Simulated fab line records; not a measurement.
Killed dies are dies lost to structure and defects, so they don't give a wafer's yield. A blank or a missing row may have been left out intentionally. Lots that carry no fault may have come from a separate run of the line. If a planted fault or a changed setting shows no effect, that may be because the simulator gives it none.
A lot that was struck, set against a sound lot    flow n5 finfet    15 out of 1938 route steps
Sound: wafers L257.2, L257.3, L257.6. Struck: wafer L270.2. (L270.3, L270.4 of the same lot were not struck and are left out.) The cause comes at the end.
Order at every step that has rows: each side's tool, ch and its chambers, its first start. Under that, the readings that differ: sound wafers    struck wafers    difference of the means    sigmas: that difference in standard deviations of wafers without a fault.
alike: readings whose means differ by less than 2 such deviations, and words and numbers that are the same on both sides. not compared: withheld readings, readings that some wafer has no value for, bounds like >300 that may hide the same value, and numbers for which the record gives no deviation and whose values overlap.
Wherever a step has rows on one side only, a row that says differs or no value, or a row with sigmas, the two part there. Numbers that don't overlap but have no deviation are shown without sigmas and don't part them. A reading that every wafer of one side lacks parts them only if that side has two wafers or more.

N5_BEOL_M7_STRIP_80: strips in N2/H2, time 10 s.
  sound: rie diel-05 ch 0,3; struck: rie diel-05 ch 0
  alike: drypump motor current A, oes product au, rf vpp V, showerhead plenum p Torr, throttle valve pct
  not compared: rf hours counter h
N5_BEOL_M7_OCD_MEAS_38:
  struck on ocd-01, day 14 20:59; sound on ocd-02, day 11 09:16
  alike: trench depth nm
then, 4 steps without rows for these wafers: N5_BEOL_M7_HM_STRIP_39 (strips TiN in peroxide tin strip, target depth 25 nm, time 158 s); N5_BEOL_M7_SRD_40 (time 30 s); N5_BEOL_M7_PRECLEAN_42 (cleans in residue remover, time 60 s); N5_BEOL_M7_SRD_43 (time 30 s).
N5_BEOL_M7_CD_MEAS_35: target cd 40 nm.
  struck on cd sem-01, day 14 21:08; sound on cd sem-03, day 11 09:25
  alike: cd nm
N5_BEOL_M7_CURE_75: cures SiCOH lowk, time 120 s.
  sound on uv cure-03 ch 1, day 11 09:31; struck on uv cure-02 ch 0, day 14 21:14
reading             sound              struck  difference  sigmas
lamp power pct (%)  52.34 52.28 52.24  52.42   +0.13       +3
wafer_temp_C_max    371.1 371.4 371.4  372.4   +1.1        +2
N5_BEOL_M7_DEGAS_44: time 60 s.
  struck on pvd sputter-01, day 14 21:55; sound on pvd sputter-01, day 11 09:50
  alike: heater power w, susceptor temp C
N5_BEOL_M7_PRE_CLEAN_45: time 30 s.
  struck on pvd sputter-01, day 14 21:57; sound on pvd sputter-01, day 11 09:53
  alike: heater power w, susceptor temp C
N5_BEOL_M7_ALD_77: deposits TaN, target thk 2 nm, pulse time 2 s, purge time 3 s.
  sound on ald metal-04 ch 0,1,2, day 11 09:56; struck on ald metal-03 ch 2, day 14 22:01
  alike: heater power w, mfc carrier sccm, precursor vessel pressure torr, precursor vessel temp c, susceptor temp C
next, for these wafers, 1 step has no rows: N5_BEOL_M7_SURFACE_TREAT_79.
N5_BEOL_M7_CVD_78: deposits Co from CCTBA/H2, target thk 2 nm, time 142.3 s.
  sound on cvd co-01 ch 1,2, day 11 10:19; struck on cvd co-02 ch 2, day 15 00:10
reading           sound              struck  difference  sigmas
run length s (s)  164.7 165.0 164.3  79.3    -85.4       -99 or more
then, 1 step without rows for these wafers: N5_BEOL_M7_SPUTTER_48 (material Cu, target thk 10 nm, time 1.667 s).
-- here the record skips 3 days between the struck wafers' starts before and after, leaving off in module BEOL_M7 and picking up in module PASSIVATION (first step shown: number 1936 of the route) --
N5_PASSIVATION_PROBE_49:
  struck on prober-02, day 18 03:30; sound on prober-02, day 14 18:55
  alike: defect limited yield, killed_at_M0_to_M3, killed_at_M4_up, killed at contacts, killed at front end, killed at other, killed dies, killed open, killed short, sort_bin_5_function, sort_bin_6_memory, sort n pass, sort yield pct

== WHERE THEY PART ==
At N5_BEOL_M7_CURE_75 first; at N5_BEOL_M7_CVD_78 last (within this record only). Later steps at which nothing parts them and some readings are alike: N5_PASSIVATION_PROBE_49.

WHY: what had been put in by the simulator
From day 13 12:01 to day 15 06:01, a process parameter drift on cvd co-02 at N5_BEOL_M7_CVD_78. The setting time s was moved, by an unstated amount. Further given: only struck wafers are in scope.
